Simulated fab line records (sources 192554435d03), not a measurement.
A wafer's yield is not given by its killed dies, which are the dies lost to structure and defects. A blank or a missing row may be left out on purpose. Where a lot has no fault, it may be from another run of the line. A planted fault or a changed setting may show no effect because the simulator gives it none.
Matching of chambers + flow n5-finfet + rie-diel-04 running N5_FIN_SAQP_ETCH_67: 4 sister chambers
The step etches SiNx in CH3F/O2, target depth 30 nm. 4 wafers are shown with their chamber, then 10 later ones without.

== WAFERS PAIRED WITH THEIR CHAMBERS ==
| wafer  | chamber | drypump-motor-current-A (A) |
|--------|---------|-----------------------------|
| L079.4 | 2       | 4.9                         |
| L085.1 | 3       | 6.6                         |
| L090.2 | 0       | 5.7                         |
| L090.4 | 1       | 6.3                         |

== WAFERS WITHOUT THEIR CHAMBER ==
| wafer  | drypump-motor-current-A (A) |
|--------|-----------------------------|
| L090.5 | 6.6                         |
| L092.1 | 4.9                         |
| L092.4 | 4.9                         |
| L092.6 | 6.6                         |
| L095.2 | 6.4                         |
| L095.3 | 5.8                         |
| L095.5 | 6.5                         |
| L097.1 | 4.9                         |
| L097.2 | 5.8                         |
| L097.4 | 6.6                         |

== CHAMBER TAKEN BY EACH ==
| wafer  | from the rows above     | in truth |
|--------|-------------------------|----------|
| L090.5 | 3                       | 3        |
| L092.1 | 2                       | 2        |
| L092.4 | 2                       | 2        |
| L092.6 | 3                       | 3        |
| L095.2 | can't be placed: 1 or 3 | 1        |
| L095.3 | 0                       | 0        |
| L095.5 | can't be placed: 3 or 1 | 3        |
| L097.1 | 2                       | 2        |
| L097.2 | 0                       | 0        |
| L097.4 | 3                       | 3        |
Correct placement for 8 of the 10. These rows do not allow placing 2 (true chamber among the candidates in 2). Placed wrongly: 0.
How it was worked out, from the rows above alone: a wafer's distance from a chamber is the root of the sum, over the readings, of the square of ((its reading less the chamber's mean) divided by the reading's scatter). The wafer belongs to the nearest chamber; if the next one is less than 2 further off, it can't be placed. Each chamber's mean is taken over the wafers shown for it. The scatter: with one shown wafer a chamber, the root of the mean of the squares of how far each hidden wafer lies from its nearest shown one.
